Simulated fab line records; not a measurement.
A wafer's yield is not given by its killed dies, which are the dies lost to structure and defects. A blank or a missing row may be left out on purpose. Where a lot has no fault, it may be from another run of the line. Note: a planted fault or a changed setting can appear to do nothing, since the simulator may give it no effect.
A struck lot beside a sound one || flow nand harc || 21 out of 1302 route steps
Sound: the wafers L426.3, L426.5, L426.6. Struck: wafers L432.2, L432.5, L432.6. The cause is named last.
Order at every step that has rows: each side's tool, ch and its chambers, its first start. Under that, the readings that differ: sound wafers || struck wafers || difference of the means || sigmas: that difference in standard deviations of wafers without a fault.
alike: readings with means less than 2 such deviations apart, plus words and numbers identical on both sides. not compared: withheld readings, readings lacking a value on some wafer, bounds such as >300 that could conceal the same value, and numbers that have no deviation in the record and whose values overlap.
The two part at a step that has a row with sigmas, a row that says differs or no value, or rows on one side only. Numbers that don't overlap but have no deviation are shown without sigmas and don't part them. A reading that every wafer of one side lacks parts them only if that side has two wafers or more.

NHARC_P_CONTACT_CVD_23: deposits W, target thk 200 nm, time 557 s.
  sound: cvd w-01 ch 0,1; struck: cvd w-02 ch 0,1
{"reading": "throttle valve pct (%)", "sound": "7.58 7.60 7.95", "struck": "8.39 8.03 8.19", "difference": "+0.49", "sigmas": "+2"}
  alike: heater power outer w, heater power w
NHARC_P_CONTACT_CMP_24: polishes, t overpolish 30 s, target thk 200 nm.
  sound on cmp-04 ch 2,3, day 9 12:36; struck on cmp-01 ch 0,2,3, day 12 02:04
  alike: motor current A, overpolish run s, slurry flow ml min, time to endpoint s
following that, these wafers have no rows for 1 step: NHARC_P_CONTACT_SRD_26.
NHARC_P_CONTACT_INSPECT_27:
  sound on defect inspect-01 at day 9 13:00; struck on defect inspect-02 at day 12 02:25
  alike: raw defect count
then, 7 steps without rows for these wafers: NHARC_P_M0_DEP_00 (deposits SiOC, target thk 150 nm); NHARC_P_M0_DEHYDRATE_01 (time 120 s); NHARC_P_M0_HMDS_02 (time 30 s); NHARC_P_M0_COAT_33 (time 65 s); NHARC_P_M0_COAT_03 (resist thk 90 nm); NHARC_P_M0_SOFTBAKE_04 (time 55 s); NHARC_P_M0_EBR_05.
NHARC_P_M0_EXPOSE_06: exposes mask P M0, target cd 90 nm.
  sound on arfi scanner-02 ch 0, day 9 13:46; struck on arfi scanner-01 ch 0, day 12 03:04
{"reading": "exposure dose mJ cm2", "sound": "81.23 81.20 81.24", "struck": "65.27 65.09 65.08", "difference": -16.08, "sigmas": "-99 or more"}
  alike: mask, stage vel mm s
then, 2 steps without rows for these wafers: NHARC_P_M0_PEB_07 (peb time 65 s); NHARC_P_M0_DEVELOP_08 (develop time 35 s).
NHARC_P_M0_CD_MEAS_09: target cd 90 nm.
  sound on cd sem-03 ch 0, day 9 13:55; struck on cd sem-02 ch 0, day 12 03:11
{"reading": "cd nm (nm)", "sound": "90.8 89.5 90.2", "struck": "76.5 75.6 76.4", "difference": -14.0, "sigmas": -26}
NHARC_P_M0_OVL_MEAS_10: pitch 180 nm.
  sound on overlay-02 at day 9 13:59; struck on overlay-02 at day 12 03:17
  alike: overlay x nm, overlay y nm
NHARC_P_M0_INSPECT_11:
  sound on defect inspect-02 at day 9 14:02; struck on defect inspect-02 at day 12 03:19
  alike: raw defect count
NHARC_P_M0_DESCUM_14: chemistry O2, time 3 s.
  sound on rie diel-10 ch 0,1,3, day 9 14:08; struck on rie diel-10 ch 1,2,3, day 12 03:24
{"reading": "model.P_M0.cd nm (nm)", "sound": "90.47 90.13 90.37", "struck": "76.35 75.98 76.47", "difference": -14.06, "sigmas": ""}
  alike: drypump motor current A, oes product au, rf vpp V, showerhead plenum p Torr, throttle valve pct
  not compared: rf hours counter h
NHARC_P_M0_ETCH_34: etches the open film in N2/H2, target depth 40 nm, overetch 12 nm, time 43.94 s.
  sound on rie diel-10 ch 1,2, day 9 14:17; struck on rie diel-10 ch 0,1,2, day 12 03:29
  alike: drypump motor current A, oes product au, rf vpp V, showerhead plenum p Torr, throttle valve pct
  not compared: rf hours counter h
NHARC_P_M0_ETCH_15: etches the open film in C4F8/Ar, target depth 150 nm, overetch 15 nm, time 82.5 s.
  sound: rie diel-10 ch 0,1,2; struck: rie diel-10 ch 0,3
{"reading": "model.P_M0.cd nm (nm)", "sound": "90.67 90 90.64", "struck": "76.41 75.95 76.35", "difference": -14.20, "sigmas": ""}
  alike: oes product au, rf vpp V
  not compared: rf hours counter h
NHARC_P_M0_CD_MEAS_16:
  sound on cd sem-01 at day 9 14:46; struck on cd sem-02 at day 12 03:41
{"reading": "cd nm (nm)", "sound": "90.3 90.2 90.7", "struck": "76.4 75.5 76.3", "difference": -14.3, "sigmas": -23}

== WHERE THEY PART ==
Earliest at NHARC_P_CONTACT_CVD_23; latest, in this record, at NHARC_P_M0_CD_MEAS_16.

WHY: what had been put in by the simulator
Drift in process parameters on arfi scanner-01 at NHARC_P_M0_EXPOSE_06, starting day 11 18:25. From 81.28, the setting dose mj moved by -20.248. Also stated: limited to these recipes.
